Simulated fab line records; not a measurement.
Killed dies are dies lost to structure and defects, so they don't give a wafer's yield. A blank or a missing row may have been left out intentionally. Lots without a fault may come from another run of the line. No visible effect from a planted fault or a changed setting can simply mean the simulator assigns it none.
A struck lot beside a sound one | flow nandHarc | 23 steps out of a route of 1159
Sound: these wafers, L225.1, L225.2, L225.4. Struck: wafer L231.5. (L231.1, L231.6 of the same lot were not struck and are left out.) The cause comes at the end.
Per side, at each step with rows, come the tool, then ch with its chambers, and then its first start. Under that, the readings that differ: sound wafers | struck wafers | difference of the means | sigmas: that difference in standard deviations of wafers without a fault.
alike: readings with means less than 2 such deviations apart, plus words and numbers identical on both sides. not compared: withheld readings, readings lacking a value on some wafer, bounds such as >300 that could conceal the same value, and numbers that have no deviation in the record and whose values overlap.
Wherever a step has rows on one side only, a row that says differs or no value, or a row with sigmas, the two part there. When numbers do not overlap yet have no deviation, they are printed without sigmas and do not part them. A reading that every wafer of one side lacks parts them only if that side has two wafers or more.

NHARC_P_CONTACT_DEP_00: deposits SiO2, target thk 500 nm.
  sound on pecvd-03 ch 1,2; struck on pecvd-01 ch 0
  alike: heaterPowerOuterW, heaterPowerW, mfcPrecursorSccm, throttleValvePct
NHARC_P_CONTACT_CMP_01: polishes SiO2, target thk 200 nm.
  sound on cmp-02 ch 0,1,3, day 6 14:51; struck on cmp-04 ch 1, day 7 17:44
  alike: motorCurrentA
then, 9 steps without rows for these wafers: NHARC_P_CONTACT_SRD_03; NHARC_P_CONTACT_DEHYDRATE_04 (time 120 s); NHARC_P_CONTACT_HMDS_05 (time 30 s); NHARC_P_CONTACT_COAT_33 (time 75 s); NHARC_P_CONTACT_COAT_34 (time 65 s); NHARC_P_CONTACT_COAT_06 (resist thk 90 nm); NHARC_P_CONTACT_SOFTBAKE_07 (time 55 s); NHARC_P_CONTACT_EBR_08; NHARC_P_CONTACT_EXPOSE_09 (exposes mask P CA, target cd 90 nm).
NHARC_P_CONTACT_PEB_10: peb time 65 s.
  sound on lithoTrack-04 ch 0, day 6 15:37; struck on lithoTrack-06 ch 0, day 7 18:21
then, 1 step without rows for these wafers: NHARC_P_CONTACT_DEVELOP_11 (develop time 35 s).
NHARC_P_CONTACT_CD_MEAS_12: target cd 90 nm.
  sound on cdSem-03 ch 0, day 6 15:41; struck on cdSem-02 ch 0, day 7 18:26
reading   | sound          | struck | difference | sigmas
cdNm (nm) | 89.2 89.3 89.2 | 106.4  | +17.2      | +33
NHARC_P_CONTACT_OVL_MEAS_13:
  struck on overlay-01, day 7 18:31; sound on overlay-01, day 6 15:47
  alike: overlayXNm, overlayYNm
NHARC_P_CONTACT_INSPECT_14:
  struck on defectInspect-01, day 7 18:33; sound on defectInspect-02, day 6 15:49
  alike: rawDefectCount
NHARC_P_CONTACT_DESCUM_17: chemistry O2, time 3 s.
  sound on rieDiel-04 ch 0,1,3, day 6 15:52; struck on rieDiel-04 ch 1, day 7 18:37
reading                   | sound            | struck | difference | sigmas
model.P_CONTACT.cdNm (nm) | 88.49 88.97 89.2 | 107    | +18        | 
  alike: drypumpMotorCurrentA, oesProductAu, rfVppV, showerheadPlenumPTorr, throttleValvePct
  not compared: rfHoursCounterH
NHARC_P_CONTACT_ETCH_35: etches the open film in CF4, target depth 39 nm, time 65 s.
  sound on rieDiel-04 ch 0,1,2, day 6 15:58; struck on rieDiel-04 ch 3, day 7 18:43
reading                  | sound       | struck | difference | sigmas
drypumpMotorCurrentA (A) | 5.3 5.3 5.3 | 6.5    | +1.2       | +2
  alike: oesProductAu, rfVppV, showerheadPlenumPTorr, throttleValvePct
  not compared: rfHoursCounterH
NHARC_P_CONTACT_ETCH_36: etches the open film in N2/H2, target depth 260 nm, time 406.25 s.
  sound on rieDiel-04 ch 0,1,2; struck on rieDiel-04 ch 0
reading              | sound                | struck | difference | sigmas
throttleValvePct (%) | 14.186 14.162 14.163 | 14.148 | -0.022     | -2
  alike: drypumpMotorCurrentA, oesProductAu, rfVppV, showerheadPlenumPTorr
  not compared: rfHoursCounterH
NHARC_P_CONTACT_ETCH_18: etches the open film in C4F8/O2/Ar, target depth 481 nm, time 240.5 s.
  sound on rieDiel-04 ch 0,1,2; struck on rieDiel-04 ch 1
  alike: oesProductAu, rfVppV
  not compared: rfHoursCounterH
then, 1 step without rows for these wafers: NHARC_P_CONTACT_STRIP_37 (strips in C4F8/O2/Ar).
NHARC_P_CONTACT_ETCH_31: etches the open film in CH3F/O2, target depth 30 nm, time 85.7 s.
  sound on rieDiel-04 ch 1,2,3; struck on rieDiel-04 ch 3
reading                   | sound           | struck | difference | sigmas
model.P_CONTACT.cdNm (nm) | 90.01 90.1 90.8 | 109.1  | +18.8      | 
  alike: drypumpMotorCurrentA, oesProductAu, rfVppV, showerheadPlenumPTorr, throttleValvePct
  not compared: rfHoursCounterH
NHARC_P_CONTACT_CD_MEAS_19:
  struck on cdSem-03, day 7 19:29; sound on cdSem-02, day 6 16:46
reading   | sound          | struck | difference | sigmas
cdNm (nm) | 89.9 90.2 91.0 | 109.0  | +18.6      | +16

WHERE THEY PART
At NHARC_P_CONTACT_CD_MEAS_12 first; at NHARC_P_CONTACT_CD_MEAS_19 last (within this record only).

WHY: whatever the simulator had introduced
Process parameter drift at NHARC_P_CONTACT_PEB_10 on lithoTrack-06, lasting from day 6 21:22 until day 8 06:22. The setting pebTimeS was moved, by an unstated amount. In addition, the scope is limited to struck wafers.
